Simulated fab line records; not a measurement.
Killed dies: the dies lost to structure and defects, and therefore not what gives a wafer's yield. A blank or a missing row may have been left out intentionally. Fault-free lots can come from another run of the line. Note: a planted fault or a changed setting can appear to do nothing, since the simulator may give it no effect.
Split-lot trial | flow n5Finfet | 7 lots, 21 wafers read, on a route of 1938 steps

## ON THE SPLIT
At N5_PASSIVATION_PASS_ETCH_47 (etches SiNx in CF4/O2, target depth 770 nm, time 385 s), the setting timeS was moved away from the recipe's 385 s on 6 of the 21 wafers read, by -16.1% to +21.4%. This setting was run at the recipe's value on the other wafers.

The reading is taken at the split's own step.

## THE READING
etch.depthNm (the simulator's own value, which no gauge read), in nm, at N5_PASSIVATION_PASS_ETCH_47 (etches SiNx in CF4/O2, target depth 770 nm, time 385 s). No usual value for it is given in the file. Average 761.3 nm, standard deviation 12 nm, over the 15 wafers here run with the recipe.

wafer  | tool, chamber at the split | timeS as run, s | against the recipe | etch.depthNm, nm | against lot-mates on the recipe
L077.1 | rieDiel-02, 1              | 385             | recipe             | 763.3            | -
L077.4 | rieDiel-02, 3              | 385             | recipe             | 765.1            | -
L077.6 | rieDiel-02, 0              | 385             | recipe             | 764.2            | -
L076.1 | rieDiel-06, 1              | 385             | recipe             | 791.9            | -
L076.2 | rieDiel-06, 0              | 467.4           | +21.4%             | 912.4            | +131.9
L076.3 | rieDiel-06, 3              | 385             | recipe             | 769.2            | -
L080.2 | rieDiel-01, 0              | 385             | recipe             | 748.3            | -
L080.3 | rieDiel-01, 2              | 451.6           | +17.3%             | 889              | +140.7
L080.5 | rieDiel-01, 1              | 451.6           | +17.3%             | 898.4            | +150.1
L083.2 | rieDiel-02, 2              | 385             | recipe             | 757.3            | -
L083.4 | rieDiel-02, 0              | 385             | recipe             | 756.5            | -
L083.6 | rieDiel-02, 2              | 385             | recipe             | 758.5            | -
L084.2 | rieDiel-01, 3              | 322.9           | -16.1%             | 665.7            | -86.2
L084.4 | rieDiel-01, 1              | 322.9           | -16.1%             | 643.1            | -108.8
L084.6 | rieDiel-01, 0              | 385             | recipe             | 751.9            | -
L093.1 | rieDiel-02, 3              | 385             | recipe             | 777.9            | -
L093.2 | rieDiel-02, 0              | 336.9           | -12.5%             | 657.1            | -106.0
L093.4 | rieDiel-02, 0              | 385             | recipe             | 748.3            | -
L094.2 | rieDiel-01, 1              | 385             | recipe             | 766.1            | -
L094.3 | rieDiel-01, 0              | 385             | recipe             | 740.8            | -
L094.4 | rieDiel-01, 2              | 385             | recipe             | 759.5            | -

FIT RESULTS
A straight line over all 21 wafers: etch.depthNm changes by +7.25 nm for each +1% of timeS; r = +0.98; the points scatter about the line by 13 nm.
The same after taking each lot's own level away (the mean of its wafers on the recipe; 21 wafers): +7.1 nm for each +1%; r = +0.98; scatter 14 nm.
Per that fit: largest timeS move, reading shift of 1.5e+02 nm.
Measured against the standard deviation above, the lots' own levels, which go from 748.30 to 780.55 nm, span 2.7 times it.
Hence the lot-to-lot level has little effect on the slope; both slopes agree.
Check: for one of the wafers moved furthest among these (+21.4%), held out of the fit, the line's prediction against its lot-mates is +163 nm. It came out at +132 nm against them.

## FURTHER SPLITS ON THESE WAFERS
Note: prior to the reading, these wafers also went through further splits. Each is held against what the fit with the lots' levels taken away leaves over:
other split on the same wafers   | wafers away from the commonest value | r with etch.depthNm (lot level and that fit taken away)
N5_BEOL_M13_EXPOSE_07 doseMj     | 5                                    | -0.12
N5_BEOL_M13_TRENCH_ETCH_34 timeS | 5                                    | +0.06
N5_BEOL_M13_SPUTTER_44 timeS     | 5                                    | +0.19
N5_BEOL_M14_ETCH_68 timeS        | 7                                    | -0.55
N5_BEOL_M15_ETCH_61 timeS        | 9                                    | -0.31
N5_PASSIVATION_EXPOSE_07 doseMj  | 6                                    | +0.14

## FILE'S OWN FIT
etch.depthNm changes by +7.02 nm for each +1% of timeS, r = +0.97.
